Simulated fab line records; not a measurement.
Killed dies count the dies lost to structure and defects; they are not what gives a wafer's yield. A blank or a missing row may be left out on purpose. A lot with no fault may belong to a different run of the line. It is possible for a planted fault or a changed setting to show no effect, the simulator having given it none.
fab line records	flow nand-harc
record: lots: 24	wafers: 72	last-day: 33
route steps=1302 shown A_M1@1179 A_BONDPAD@1202
lots untouched by any fault: they come from a run of this same line in which no faults occurred
start-h: hours from the record's opening day to when the first of the lot's shown wafers began	wait-h: how many hours have passed since the lot's step before this one	" unchanged from the row above	L1.1+2: one row covering several wafers at once	- no value, or no start was given	* or withheld: withheld	< > ~ a bound
route shown NAME@n: names a module that has steps shown in the file, with the first one's number in the route	usual: mean and standard deviation over wafers with no fault	same: alike in all rows	chamber/n: place in a boat	sites: each site's reading	_std_site: how widely they spread, as a standard deviation	_edge_site: the outer-site mean with the inner-site mean subtracted	radius-mm: how far each site lies from the wafer's centre	mask NAME#n: copy n	behind: the last tool/chamber to shape the wafer	hold: why the lot went on hold/how many hours it stayed there/how the hold came to an end	device: which transistor (n, p or np) failed to switch	end of line: tests run on the same wafers once the route is complete	a step with no rows: only its recipe	killed: dies that structure and defects cost at the first sort, which is not the same as the wafer's yield	map: the dies of a wafer, with x for killed, . for not killed, _ for no die there
set.NAME: the run value of the setting; set.NAME@STEP: its run value at that earlier step	model.NAME: the simulator's own value behind a step, which no gauge read
the route's steps for a sample of lots (tables are steps, rows are wafers)
services: a tool's chamber out of use, with start hour (start-h, from the record's first day; less than 0 if before it), hours out, and reason
== steps ==
step: NHARC_A_M1_CD_MEAS_09
recipe: target-cd-nm: 120	landing-energy-ev: 500
usual: cd-nm: 120.2/0.63
lot.wafer	tool	chamber	start-h	wait-h	cd-nm
L075.1	cd-sem-03	0	541.10	-	119.6
L075.4	"	0	"	"	119.9
L075.5	"	0	"	"	120.1
L074.1	cd-sem-03	0	544.06	-	120.1
L074.3	"	0	"	"	119.3
L074.5	"	0	"	"	120.2
L077.4	cd-sem-01	0	545.82	-	119.6
L077.5	"	0	"	"	119.5
L077.6	"	0	"	"	119.7
L076.2	cd-sem-01	0	549.00	-	120.4
L076.4	"	0	"	"	119.0
L076.6	"	0	"	"	119.4
L078.1	cd-sem-01	0	555.08	-	119.2
L078.3	"	0	"	"	119.7
L078.6	"	0	"	"	120.3
L079.3	cd-sem-02	0	557.98	-	119.7
L079.5	"	0	"	"	120.6
L079.6	"	0	"	"	120.5
L080.1	cd-sem-01	0	576.25	-	120.6
L080.2	"	0	"	"	120.7
L080.3	"	0	"	"	119.0
L081.2	cd-sem-01	0	592.65	-	121.1
L081.4	"	0	"	"	120.4
L081.5	"	0	"	"	120.6
L082.2	cd-sem-03	0	614.73	-	119.9
L082.5	"	0	"	"	120.5
L082.6	"	0	"	"	119.5
L083.1	cd-sem-02	0	625.51	-	120.8
L083.2	"	0	"	"	120.4
L083.5	"	0	"	"	119.6
L084.3	cd-sem-03	0	630.28	-	120.0
L084.4	"	0	"	"	119.9
L084.5	"	0	"	"	120.5
L085.1	cd-sem-03	0	635.93	-	120.9
L085.2	"	0	"	"	120.9
L085.3	"	0	"	"	120.9
L086.1	cd-sem-01	0	640.10	-	119.6
L086.3	"	0	"	"	119.7
L086.4	"	0	"	"	119.9
L088.1	cd-sem-01	0	662.52	-	120.6
L088.4	"	0	"	"	120.5
L088.5	"	0	"	"	120.1
L087.2	cd-sem-02	0	671.30	-	120.7
L087.3	"	0	"	"	121.4
L087.5	"	0	"	"	121.3
L089.2	cd-sem-03	0	679.80	-	120.2
L089.4	"	0	"	"	119.1
L089.5	"	0	"	"	119.3
L090.4	cd-sem-03	0	696.24	-	120.9
L090.5	"	0	"	"	121.3
L090.6	"	0	"	"	121.9
L091.2	cd-sem-02	0	696.78	-	121.0
L091.4	"	0	"	"	121.5
L091.5	"	0	"	"	120.7
L093.3	cd-sem-03	0	713.28	-	121.0
L093.4	"	0	"	"	121.1
L093.6	"	0	"	"	120.7
L092.1	cd-sem-02	0	717.66	-	119.7
L092.2	"	0	"	"	119.7
L092.3	"	0	"	"	119.5
L094.2	cd-sem-01	0	729.24	-	120.6
L094.5	"	0	"	"	119.7
L094.6	"	0	"	"	119.8
L096.1	cd-sem-01	0	736.95	-	120.4
L096.3	"	0	"	"	121.7
L096.4	"	0	"	"	119.9
L095.2	cd-sem-01	0	743.13	-	120.0
L095.4	"	0	"	"	121.0
L095.5	"	0	"	"	121.0
L097.2	cd-sem-02	0	758.07	-	120.0
L097.4	"	0	"	"	119.6
L097.6	"	0	"	"	120.2
step: NHARC_A_M1_ETCH_28
recipe: target-depth-a: 300	over-etch-frac: 0.3	time-s: 72.99	ion-energy-ev: 150	cf4-flow-sccm: 50	n2-flow-sccm: 100	ar-flow-sccm: 150	rf-w: 300	bias-w: 100	chemistry: CF4/N2
usual: chamber-pressure-mTorr: 30.000/0.028	drypump-motor-current-A: 5.6/0.35	oes-product-au: 1.005/0.0098	rf-fwd-power-W: 297.6/0.94	rf-vpp-V: 314.0/1.6	showerhead-plenum-p-Torr: 2.61/0.083	throttle-valve-pct: 19.795/0.0084
lot.wafer	tool	chamber	start-h	wait-h	chamber-pressure-mTorr	drypump-motor-current-A	oes-product-au	rf-fwd-power-W	rf-hours-counter-h	rf-vpp-V	showerhead-plenum-p-Torr	throttle-valve-pct
L075.1	rie-diel-12	3	-	-	30.014	5.8	1.001	297.3	3	317.2	2.74	19.804
L075.4	"	0	"	"	30.008	5.9	1.016	297.2	3	313.0	2.56	19.804
L075.5	"	2	"	"	30.004	5.3	0.987	297.5	-	312.9	2.50	19.788
L074.1	rie-diel-02	0	-	-	29.991	5.8	1.002	298.7	10	315.3	2.60	19.804
L074.3	"	2	"	"	29.991	5.4	1.009	299.2	10	314.2	2.64	19.776
L074.5	"	0	"	"	29.994	5.8	0.999	299.4	-	313.2	2.60	19.788
L077.4	rie-diel-12	1	-	-	30.000	5.3	1.003	295.7	3	315.1	2.61	19.798
L077.6	"	0	"	"	29.996	5.8	1.018	297.4	-	312.7	2.56	19.802
L077.5	"	1	"	"	29.970	5.3	1.001	296.7	-	315.3	2.61	19.807
L076.2	rie-diel-12	1	-	-	30.004	5.3	1.000	296.3	3	313.9	2.61	19.799
L076.4	"	3	"	"	29.982	5.8	1.000	297.9	3	316.6	2.74	19.800
L076.6	"	1	"	"	29.961	5.3	0.984	297.6	-	313.1	2.61	19.787
L078.1	rie-diel-12	3	-	-	30.005	5.8	1.007	296.3	3	314.5	2.74	19.797
L078.3	"	2	"	"	29.959	5.2	0.995	297.5	3	312.2	2.50	19.785
L078.6	"	3	"	"	30.011	5.8	1.005	296.5	-	315.3	2.74	19.783
L079.3	rie-diel-02	3	-	-	30.003	6.0	0.998	297.8	13	314.6	2.67	19.798
L079.5	"	1	"	"	29.978	5.0	1.009	296.9	-	312.5	2.53	19.784
L079.6	"	2	"	"	29.982	5.4	1.005	298.3	-	314.7	2.64	19.784
L080.2	rie-diel-04	0	-	-	29.975	6.1	1.003	298.2	2	315.0	2.69	19.803
L080.3	"	1	"	"	30.051	5.5	1.014	298.0	2	314.8	2.69	19.794
L080.1	"	2	"	"	29.997	6.3	1.023	299.2	2	314.1	2.62	19.796
L081.4	rie-diel-12	0	-	-	30.026	5.8	1.013	298.6	4	313.1	2.56	19.798
L081.2	"	2	"	"	30.012	5.3	0.989	298.2	4	313.0	2.50	19.793
L081.5	"	0	"	"	29.963	5.8	1.023	296.8	-	313.4	2.56	19.802
L082.2	rie-diel-12	0	-	-	29.963	5.8	1.015	297.5	5	312.1	2.56	19.793
L082.6	"	3	"	"	30.011	5.8	0.998	298.4	-	315.2	2.74	19.790
L082.5	"	0	"	"	29.979	5.9	1.008	297.8	-	313.3	2.56	19.784
L083.1	rie-diel-02	3	626.49	0.3	29.999	6.0	1.000	297.7	5	315.5	2.67	19.805
L083.2	"	1	"	"	29.992	5.0	0.994	296.3	5	312.7	2.53	19.813
L083.5	"	3	"	"	30.014	6.0	1.000	298.6	-	315.5	2.67	19.796
L084.4	rie-diel-02	1	631.41	0.2	30.022	5.0	0.999	296.3	-	312.2	2.53	19.808
L084.3	"	3	"	"	30.005	6.0	1.011	297.8	-	314.1	2.67	19.806
L084.5	"	1	"	"	30.035	5.0	1.003	296.0	-	311.6	2.53	19.786
L085.2	rie-diel-12	2	-	-	29.999	5.3	1.015	297.9	0	311.7	2.50	19.799
L085.1	"	0	"	"	30.002	5.8	1.023	298.6	0	312.8	2.56	19.788
L085.3	"	1	"	"	29.977	5.3	1.008	296.6	0	315.0	2.61	19.793
L086.1	rie-diel-02	2	-	-	29.997	5.4	1.002	298.0	0	314.1	2.64	19.801
L086.3	"	3	"	"	30.033	6.0	0.992	296.8	7	315.9	2.67	19.810
L086.4	"	2	"	"	30.043	5.4	1.000	299.9	-	313.7	2.64	19.787
L088.1	rie-diel-12	2	-	-	30.027	5.3	1.010	295.9	1	311.0	2.50	19.798
L088.4	"	3	"	"	30.000	5.8	1.014	297.9	1	316.4	2.74	19.787
L088.5	"	0	"	"	30.011	5.8	1.016	299.8	-	313.5	2.56	19.802
L087.2	rie-diel-12	0	-	-	29.960	5.9	1.024	297.9	1	314.4	2.56	19.806
L087.3	"	2	"	"	30.041	5.3	1.019	297.9	1	312.2	2.50	19.788
L087.5	"	3	"	"	29.991	5.8	1.009	298.1	-	316.3	2.74	19.804
L089.4	rie-diel-02	3	-	-	30.078	6.0	0.995	297.4	9	314.8	2.67	19.804
L089.2	"	1	"	"	30.000	5.0	0.984	296.5	10	313.0	2.52	19.801
L089.5	"	3	"	"	30.009	6.0	0.984	297.9	-	313.0	2.67	19.795
L090.4	rie-diel-12	2	-	-	29.981	5.3	1.006	297.4	2	311.5	2.50	19.780
L090.5	"	1	"	"	30.005	5.3	1.012	296.0	-	315.9	2.61	19.791
L090.6	"	2	"	"	30.025	5.3	1.009	298.5	-	313.1	2.50	19.803
L091.2	rie-diel-12	0	-	-	29.982	5.9	1.025	298.3	2	312.9	2.56	19.782
L091.4	"	2	"	"	29.988	5.2	1.004	298.7	2	313.1	2.50	19.803
L091.5	"	0	"	"	29.988	5.9	1.013	297.3	-	312.4	2.56	19.803
L093.3	rie-diel-12	0	-	-	30.004	5.9	1.010	298.1	3	312.9	2.56	19.791
L093.4	"	3	"	"	29.911	5.8	1.014	298.2	3	314.3	2.74	19.802
L093.6	"	0	"	"	30.013	5.9	1.024	298.8	-	311.4	2.56	19.790
L092.3	rie-diel-12	3	-	-	30.058	5.8	1.014	297.4	3	316.3	2.74	19.807
L092.1	"	0	"	"	30.051	5.8	1.022	298.2	3	313.4	2.56	19.788
L092.2	"	1	"	"	29.972	5.3	0.999	295.0	2	314.3	2.61	19.783
L094.2	rie-diel-02	0	-	-	29.976	5.8	0.998	298.4	10	314.9	2.60	19.801
L094.5	"	3	"	"	30.029	6.0	0.997	297.1	-	315.2	2.66	19.785
L094.6	"	0	"	"	30.019	5.9	0.998	298.2	-	312.8	2.60	19.789
L096.3	rie-diel-12	2	-	-	29.996	5.3	0.998	297.7	3	312.2	2.49	19.802
L096.1	"	0	"	"	29.988	5.9	1.011	297.4	3	314.3	2.56	19.794
L096.4	"	1	"	"	29.970	5.3	1.019	296.4	3	314.3	2.61	19.786
L095.4	rie-diel-04	2	-	-	29.970	6.4	0.999	295.0	2	314.1	2.61	19.803
L095.2	"	0	"	"	29.983	6.0	1.004	296.9	1	315.5	2.69	19.794
L095.5	"	2	"	"	29.993	6.4	0.993	297.2	-	315.3	2.61	19.804
L097.4	rie-diel-12	3	-	-	29.980	5.8	1.001	298.1	4	315.5	2.74	19.796
L097.2	"	2	"	"	30.014	5.3	1.004	298.6	4	311.5	2.49	19.787
L097.6	"	3	"	"	29.972	5.8	1.004	297.7	-	314.8	2.74	19.795
step: NHARC_A_BONDPAD_DEP_00
recipe: target-thk-a: 2500	temp-c: 370	target-thk-nm: 250	pressure-torr: 3	flow-sccm: 200	rf-w: 450	material: SiCN
usual: heater-power-w: 564/71	rf-fwd-power-W: 449.0/1.5
lot.wafer	tool	chamber	start-h	wait-h	heater-power-w	rf-fwd-power-W
L075.1	pecvd-04	0	544.78	-	673	447.2
L075.5	"	0	"	"	550	448.8
L075.4	"	1	"	"	551	448.4
L074.3	pecvd-04	2	547.57	-	624	448.0
L074.1	"	0	"	"	610	448.3
L074.5	"	0	"	"	615	447.3
L077.4	pecvd-04	2	549.41	-	628	448.2
L077.6	"	0	"	"	612	446.9
L077.5	"	1	"	"	529	448.8
L076.2	pecvd-04	2	552.54	-	631	447.2
L076.4	"	0	"	"	654	448.4
L076.6	"	2	"	"	615	447.4
L078.1	pecvd-04	0	559.40	-	682	450.0
L078.3	"	1	"	"	482	449.7
L078.6	"	2	"	"	580	447.7
L079.3	pecvd-01	0	561.43	-	634	448.9
L079.6	"	0	"	"	506	447.2
L079.5	"	1	"	"	592	448.7
L080.3	pecvd-04	2	579.70	-	609	450.5
L080.1	"	0	"	"	645	450.1
L080.2	"	1	"	"	507	450.5
L081.2	pecvd-04	1	596.29	-	537	447.4
L081.4	"	0	"	"	649	448.1
L081.5	"	1	"	"	536	449.5
L082.2	pecvd-01	1	618.23	-	583	447.9
L082.5	"	1	"	"	598	449.1
L082.6	"	2	"	"	527	449.8
L083.2	pecvd-03	1	629.18	-	488	446.4
L083.1	"	2	"	"	700	447.8
L083.5	"	2	"	"	687	448.1
L084.3	pecvd-01	2	634.11	-	482	450.2
L084.4	"	1	"	"	558	447.4
L084.5	"	2	"	"	494	451.3
L085.2	pecvd-01	0	639.90	-	564	450.9
L085.1	"	1	"	"	497	448.1
L085.3	"	2	"	"	502	449.8
L086.3	pecvd-03	1	643.68	-	488	445.7
L086.1	"	2	"	"	646	450.7
L086.4	"	1	"	"	482	446.0
L088.1	pecvd-03	0	-	-	506	449.2
L088.4	"	2	"	"	662	449.8
L088.5	"	1	"	"	460	449.7
L087.2	pecvd-03	2	674.88	-	639	446.4
L087.3	"	1	"	"	468	450.4
L087.5	"	0	"	"	566	449.5
L089.2	pecvd-03	1	683.52	-	474	447.5
L089.4	"	2	"	"	605	449.4
L089.5	"	1	"	"	483	449.0
L090.4	pecvd-01	0	699.83	-	561	448.8
L090.6	"	1	"	"	586	451.1
L090.5	"	2	"	"	458	450.4
L091.2	pecvd-01	1	700.29	-	610	447.0
L091.4	"	0	"	"	598	448.6
L091.5	"	1	"	"	633	447.1
L093.3	pecvd-01	2	-	-	501	449.9
L093.4	"	0	"	"	565	448.8
L093.6	"	1	"	"	507	448.6
L092.2	pecvd-03	1	721.27	-	408	451.0
L092.1	"	2	"	"	700	449.1
L092.3	"	0	"	"	468	449.4
L094.2	pecvd-04	2	732.84	-	627	449.7
L094.5	"	1	"	"	557	449.2
L094.6	"	0	"	"	664	450.9
L096.3	pecvd-01	1	740.46	-	608	447.9
L096.1	"	2	"	"	522	449.1
L096.4	"	1	"	"	627	447.6
L095.2	pecvd-03	0	-	-	512	448.3
L095.4	"	0	"	"	524	449.8
L095.5	"	2	"	"	719	447.8
L097.2	pecvd-04	1	761.55	-	451	448.1
L097.4	"	1	"	"	458	449.2
L097.6	"	0	"	"	632	450.2
step: NHARC_A_BONDPAD_CMP_29
recipe: target-thk-nm: 200	material: SiCN
usual: motor-current-A: 12.9/1.9	pad-life-wafers: 195/110	slurry-filter-dp-kPa: 13.48/0.16	slurry-flow-ml-min: 150.0/0.44
lot.wafer	tool	chamber	start-h	wait-h	motor-current-A	pad-life-wafers	slurry-filter-dp-kPa	slurry-flow-ml-min
L075.1	cmp-04	3	545.14	-	11.1	216	13.49	149.9
L075.4	"	1	"	"	13.4	218	13.61	149.9
L075.5	"	0	"	"	12.0	-	13.40	150.7
L074.1	cmp-02	2	547.96	-	16.6	127	13.56	150.1
L074.3	"	3	"	"	9.5	128	13.39	150.7
L074.5	"	2	"	"	15.8	-	13.55	149.8
L077.4	cmp-04	3	549.70	-	11.2	247	13.35	149.5
L077.5	"	2	"	"	11.5	-	13.37	149.5
L077.6	"	3	"	"	11.3	-	13.57	150.2
L076.2	cmp-02	0	552.86	-	16.1	162	13.69	150.7
L076.4	"	3	"	"	10.3	165	13.24	149.4
L076.6	"	0	"	"	14.9	-	13.50	150.2
L078.1	cmp-02	1	559.83	-	13.8	187	13.34	149.9
L078.3	"	3	"	"	9.9	189	13.67	150.5
L078.6	"	0	"	"	14.4	-	13.77	149.8
L079.3	cmp-02	3	561.86	-	9.4	199	13.59	150.5
L079.6	"	2	"	"	16.5	-	13.22	150.2
L079.5	"	3	"	"	9.9	-	13.21	150.9
L080.3	cmp-01	2	580.13	-	11.4	379	13.40	150.5
L080.1	"	3	"	"	12.5	380	13.58	149.8
L080.2	"	0	"	"	12.5	381	13.73	149.4
L081.2	cmp-02	1	596.66	-	14.0	355	13.58	149.6
L081.4	"	3	"	"	9.6	357	13.58	150.6
L081.5	"	0	"	"	15.5	-	13.46	148.9
L082.2	cmp-02	1	618.68	-	14.6	428	13.60	150.3
L082.6	"	3	"	"	10.2	-	13.36	149.9
L082.5	"	0	"	"	16.0	-	13.51	150.3
L083.2	cmp-02	0	629.59	-	14.9	0	13.38	149.6
L083.1	"	3	"	"	10.5	3	13.57	150.0
L083.5	"	1	"	"	14.6	-	13.43	149.7
L084.3	cmp-04	0	634.50	-	11.9	127	13.69	150.7
L084.4	"	1	"	"	13.7	128	13.69	150.2
L084.5	"	0	"	"	11.4	-	13.57	149.5
L085.3	cmp-04	3	640.33	-	11.2	151	13.49	150.0
L085.1	"	0	"	"	12.2	152	13.50	150.1
L085.2	"	1	"	"	15.1	153	13.42	151.3
L086.1	cmp-02	0	644.04	-	15.4	54	13.38	150.4
L086.4	"	1	"	"	13.7	55	13.43	150.6
L086.3	"	3	"	"	10.1	57	13.23	150.3
L088.1	cmp-01	1	666.54	-	12.3	278	13.60	149.7
L088.4	"	2	"	"	11.2	279	13.43	150.5
L088.5	"	3	"	"	13.1	-	13.65	149.8
L087.2	cmp-04	1	675.31	-	14.1	289	13.79	150.1
L087.3	"	3	"	"	10.8	291	13.43	149.4
L087.5	"	0	"	"	11.6	-	13.37	150.3
L089.4	cmp-02	3	683.84	-	10.4	210	13.40	149.8
L089.2	"	2	"	"	15.7	213	13.28	150.0
L089.5	"	3	"	"	10.1	-	13.24	149.8
L090.4	cmp-02	2	700.13	-	16.2	277	13.11	149.7
L090.6	"	1	"	"	13.7	-	13.53	150.0
L090.5	"	2	"	"	15.5	-	13.43	150.7
L091.2	cmp-01	3	700.66	-	12.6	48	13.42	149.9
L091.4	"	1	"	"	11.0	50	13.53	149.6
L091.5	"	0	"	"	12.4	-	13.66	149.4
L093.3	cmp-01	3	717.26	-	12.3	109	13.34	149.9
L093.4	"	1	"	"	11.3	111	13.35	150.3
L093.6	"	2	"	"	10.4	-	13.57	149.7
L092.1	cmp-01	3	721.68	-	12.9	132	13.39	150.4
L092.2	"	0	"	"	11.9	133	13.77	150.1
L092.3	"	2	"	"	11.1	135	13.64	149.9
L094.2	cmp-01	3	733.20	-	12.9	168	13.42	149.8
L094.6	"	3	"	"	13.4	-	13.41	149.6
L094.5	"	0	"	"	12.7	-	13.55	149.5
L096.3	cmp-04	1	740.83	-	13.3	168	13.35	149.5
L096.4	"	3	"	"	11.7	170	13.34	150.6
L096.1	"	0	"	"	11.9	171	13.47	149.4
L095.2	cmp-02	3	746.99	-	9.7	60	13.38	149.7
L095.4	"	0	"	"	14.7	61	13.59	149.9
L095.5	"	0	"	"	15.5	-	13.71	150.6
L097.4	cmp-01	3	761.96	-	12.8	294	13.34	150.3
L097.2	"	2	"	"	11.7	297	13.69	149.5
L097.6	"	3	"	"	13.2	-	13.74	149.7
step: NHARC_A_BONDPAD_DESCUM_11
recipe: time-s: 3	o2-flow-sccm: 200	ar-flow-sccm: 0	bias-power-w: 0	chemistry: O2
usual: chamber-pressure-mTorr: 60.01/0.053	drypump-motor-current-A: 5.6/0.52	oes-product-au: 0.998/0.0081	rf-vpp-V: 57.9/0.94	showerhead-plenum-p-Torr: 1.93/0.092	throttle-valve-pct: 11.311/0.0099
lot.wafer	tool	chamber	start-h	wait-h	chamber-pressure-mTorr	drypump-motor-current-A	oes-product-au	rf-hours-counter-h	rf-vpp-V	showerhead-plenum-p-Torr	throttle-valve-pct
L075.4	rie-diel-03	3	546.18	-	59.97	5.4	1.008	17	58.5	2.02	11.311
L075.1	"	1	"	"	60.18	6.0	1.004	18	57.2	1.96	11.321
L075.5	"	3	"	"	59.86	5.4	1.011	-	57.7	2.02	11.302
L074.3	rie-diel-05	0	548.97	-	60.04	5.0	0.992	5	57.7	1.95	11.281
L074.1	"	1	"	"	59.98	6.1	1.006	5	57.6	1.87	11.306
L074.5	"	3	"	"	60.07	6.2	0.983	-	56.3	2.06	11.321
L077.4	rie-diel-05	1	550.73	-	59.96	6.1	1.009	5	56.8	1.87	11.309
L077.5	"	0	"	"	60.04	5.0	0.990	-	58.2	1.95	11.320
L077.6	"	1	"	"	60.03	6.1	1.004	-	58.2	1.87	11.323
L076.4	rie-diel-05	1	553.89	-	59.96	6.1	1.019	5	57.9	1.87	11.317
L076.2	"	0	"	"	59.86	5.0	0.993	5	58.3	1.95	11.309
L076.6	"	1	"	"	60.04	6.1	1.006	-	57.1	1.87	11.311
L078.3	rie-diel-05	2	560.85	-	60.00	5.3	1.011	5	58.3	1.82	11.307
L078.1	"	0	"	"	60.03	5.0	0.994	5	56.4	1.95	11.309
L078.6	"	1	"	"	60.08	6.1	1.000	-	59.3	1.87	11.305
L079.3	rie-diel-05	1	562.88	-	59.90	6.1	1.005	5	56.7	1.87	11.294
L079.6	"	3	"	"	59.99	6.1	1.002	-	56.7	2.06	11.311
L079.5	"	0	"	"	60.04	5.0	0.995	-	58.0	1.95	11.319
L080.3	rie-diel-06	1	581.14	-	60.03	5.2	0.989	31	57.6	2.03	11.311
L080.2	"	2	"	"	60.04	4.8	1.002	23	59.6	2.07	11.325
L080.1	"	3	"	"	60.07	5.0	1.015	29	58.5	1.77	11.314
L081.4	rie-diel-05	3	597.67	-	59.98	6.2	0.991	0	56.8	2.06	11.325
L081.2	"	0	"	"	60.00	5.0	0.991	0	58.3	1.95	11.305
L081.5	"	3	"	"	60.02	6.2	0.994	-	58.0	2.06	11.319
L082.2	rie-diel-05	2	619.56	-	59.94	5.3	0.991	0	56.6	1.82	11.295
L082.5	"	0	"	"	60.03	5.0	0.990	-	59.0	1.95	11.320
L082.6	"	1	"	"	60.02	6.1	0.983	-	58.9	1.87	11.299
L083.2	rie-diel-03	1	630.63	-	60.01	6.0	0.991	29	56.7	1.95	11.302
L083.1	"	3	"	"	60.00	5.4	0.987	28	59.4	2.01	11.308
L083.5	"	0	"	"	60.08	5.0	0.994	-	57.7	1.83	11.321
L084.3	rie-diel-05	0	635.38	-	59.99	5.0	1.008	1	58.2	1.95	11.304
L084.4	"	1	"	"	60.01	6.1	1.003	1	58.5	1.87	11.321
L084.5	"	0	"	"	59.97	5.0	0.999	-	58.5	1.95	11.310
L085.3	rie-diel-06	3	641.51	-	60.04	5.0	1.025	46	58.5	1.77	11.323
L085.2	"	0	"	"	59.97	5.7	0.999	51	58.6	2.06	11.301
L085.1	"	2	"	"	60.00	4.8	1.006	40	58.6	2.06	11.300
L086.3	rie-diel-05	2	645.07	-	60.01	5.2	0.995	2	58.6	1.82	11.303
L086.4	"	3	"	"	60.05	6.2	1.001	2	58.4	2.06	11.316
L086.1	"	1	"	"	60.08	6.2	1.009	2	57.4	1.87	11.305
L088.4	rie-diel-05	0	667.39	-	60.09	5.0	0.997	2	58.5	1.95	11.314
L088.1	"	3	"	"	60.02	6.2	1.001	2	60.2	2.06	11.306
L088.5	"	1	"	"	59.98	6.1	1.002	-	58.6	1.87	11.322
L087.3	rie-diel-05	1	676.31	-	60.00	6.1	0.997	2	58.1	1.87	11.321
L087.2	"	3	"	"	59.99	6.2	0.993	2	59.1	2.06	11.299
L087.5	"	2	"	"	59.97	5.3	0.992	-	57.1	1.82	11.311
L089.4	rie-diel-05	3	684.75	-	60.08	6.2	1.010	3	58.6	2.06	11.309
L089.2	"	1	"	"	60.07	6.1	0.998	2	56.9	1.87	11.317
L089.5	"	3	"	"	60.05	6.2	0.996	-	58.9	2.06	11.302
L090.4	rie-diel-05	3	701.03	-	60.07	6.1	1.001	3	59.1	2.06	11.324
L090.6	"	0	"	"	60.05	5.0	1.005	-	57.7	1.95	11.306
L090.5	"	1	"	"	59.98	6.1	1.003	-	56.6	1.87	11.318
L091.2	rie-diel-05	1	701.70	-	60.07	6.1	0.995	3	58.9	1.87	11.302
L091.4	"	2	"	"	60.03	5.3	0.982	3	56.0	1.82	11.302
L091.5	"	0	"	"	60.05	5.0	1.001	-	59.7	1.95	11.299
L093.3	rie-diel-05	1	718.28	-	60.03	6.1	1.001	4	57.5	1.87	11.311
L093.4	"	3	"	"	59.99	6.2	0.997	-	57.3	2.06	11.321
L093.6	"	1	"	"	60.02	6.1	0.992	-	58.4	1.87	11.304
L092.1	rie-diel-05	2	722.58	-	59.98	5.2	1.004	4	57.0	1.82	11.319
L092.2	"	0	"	"	60.05	5.0	1.016	4	58.0	1.95	11.299
L092.3	"	1	"	"	60.13	6.1	1.004	4	58.2	1.87	11.327
L094.2	rie-diel-05	0	734.12	-	59.98	5.0	1.005	4	57.5	1.95	11.312
L094.6	"	1	"	"	60.07	6.1	0.993	-	57.2	1.87	11.311
L094.5	"	2	"	"	59.90	5.3	1.005	-	57.0	1.82	11.336
L096.4	rie-diel-05	3	741.85	-	60.10	6.2	1.004	4	59.3	2.06	11.321
L096.1	"	0	"	"	60.06	5.0	0.998	4	58.6	1.95	11.288
L096.3	"	1	"	"	59.93	6.1	1.000	5	57.7	1.87	11.294
L095.2	rie-diel-06	3	747.89	-	59.92	5.0	1.003	31	58.7	2.07	11.328
L095.4	"	0	"	"	59.98	5.7	0.996	30	57.4	2.05	11.300
L095.5	"	3	"	"	60.05	5.0	1.011	-	58.3	2.07	11.316
L097.2	rie-diel-03	0	762.88	-	59.95	5.0	0.994	21	57.0	1.82	11.315
L097.4	"	1	"	"	60.00	6.0	0.994	-	56.7	1.95	11.304
L097.6	"	2	"	"	59.92	5.5	1.001	-	58.9	1.94	11.322
step: NHARC_A_BONDPAD_INSPECT_23
usual: raw-defect-count: 552/120
lot.wafer	tool	chamber	start-h	wait-h	raw-defect-count
L075.1	defect-inspect-01	-	548.75	0.0	622
L075.4	"	-	"	"	554
L075.5	"	-	"	"	405
L074.1	defect-inspect-01	-	551.51	0.0	523
L074.3	"	-	"	"	480
L074.5	"	-	"	"	530
L077.4	defect-inspect-01	-	553.28	0.0	518
L077.5	"	-	"	"	439
L077.6	"	-	"	"	559
L076.2	defect-inspect-02	-	556.44	0.0	581
L076.4	"	-	"	"	514
L076.6	"	-	"	"	633
L078.1	defect-inspect-01	-	563.39	0.0	454
L078.3	"	-	"	"	593
L078.6	"	-	"	"	613
L079.3	defect-inspect-01	-	565.56	0.0	350
L079.5	"	-	"	"	412
L079.6	"	-	"	"	551
L080.1	defect-inspect-01	-	583.71	0.0	564
L080.2	"	-	"	"	550
L080.3	"	-	"	"	546
L081.2	defect-inspect-01	-	600.24	0.0	697
L081.4	"	-	"	"	481
L081.5	"	-	"	"	687
L082.2	defect-inspect-01	-	622.11	0.0	595
L082.5	"	-	"	"	503
L082.6	"	-	"	"	570
L083.1	defect-inspect-01	-	633.16	0.0	389
L083.2	"	-	"	"	635
L083.5	"	-	"	"	474
L084.3	defect-inspect-02	-	637.96	0.0	423
L084.4	"	-	"	"	426
L084.5	"	-	"	"	575
L085.1	defect-inspect-02	-	644.07	0.0	643
L085.2	"	-	"	"	531
L085.3	"	-	"	"	638
L086.1	defect-inspect-01	-	647.70	0.0	455
L086.3	"	-	"	"	495
L086.4	"	-	"	"	505
L088.1	defect-inspect-01	-	669.94	0.0	648
L088.4	"	-	"	"	519
L088.5	"	-	"	"	767
L087.2	defect-inspect-02	-	678.89	0.0	601
L087.3	"	-	"	"	588
L087.5	"	-	"	"	655
L089.2	defect-inspect-02	-	687.31	0.0	595
L089.4	"	-	"	"	996
L089.5	"	-	"	"	817
L090.4	defect-inspect-01	-	703.58	0.0	500
L090.5	"	-	"	"	610
L090.6	"	-	"	"	627
L091.2	defect-inspect-01	-	704.26	0.0	539
L091.4	"	-	"	"	452
L091.5	"	-	"	"	482
L093.3	defect-inspect-01	-	721.00	0.0	762
L093.4	"	-	"	"	542
L093.6	"	-	"	"	648
L092.1	defect-inspect-01	-	725.22	0.0	476
L092.2	"	-	"	"	485
L092.3	"	-	"	"	528
L094.2	defect-inspect-02	-	736.66	0.0	515
L094.5	"	-	"	"	500
L094.6	"	-	"	"	480
L096.1	defect-inspect-01	-	744.74	0.0	805
L096.3	"	-	"	"	478
L096.4	"	-	"	"	609
L095.2	defect-inspect-01	-	750.56	0.0	616
L095.4	"	-	"	"	401
L095.5	"	-	"	"	572
L097.2	defect-inspect-01	-	765.51	0.0	352
L097.4	"	-	"	"	419
L097.6	"	-	"	"	443
== services ==
tool	chamber	start-h	hours	kind
cmp-02	-	527.15	4.0	pm
cmp-01	-	535.73	5.2	repair
pecvd-03	2	542.28	12.3	repair
pecvd-03	-	547.17	13.0	pm
rie-diel-02	-	570.72	9.0	pm
rie-diel-02	2	583.25	54.1	repair
rie-diel-05	-	583.69	9.0	pm
cmp-01	-	584.08	4.0	pm
rie-diel-12	3	603.86	2.5	repair
pecvd-04	-	618.02	0.6	repair
rie-diel-12	-	622.40	9.0	pm
cmp-02	-	625.18	4.0	pm
pecvd-04	-	631.17	13.0	pm
cmp-02	-	656.88	0.3	repair
pecvd-04	-	659.01	44.4	repair
rie-diel-12	1	671.80	7.7	repair
pecvd-01	-	673.28	13.0	pm
rie-diel-12	-	686.61	1.1	repair
rie-diel-05	2	715.16	6.6	repair
cmp-02	-	723.18	4.0	pm
cmp-02	-	729.79	1.8	repair
pecvd-04	-	747.00	0.4	repair
rie-diel-12	0	756.19	1.4	repair
rie-diel-05	-	760.69	9.0	pm
== key ==
fault none
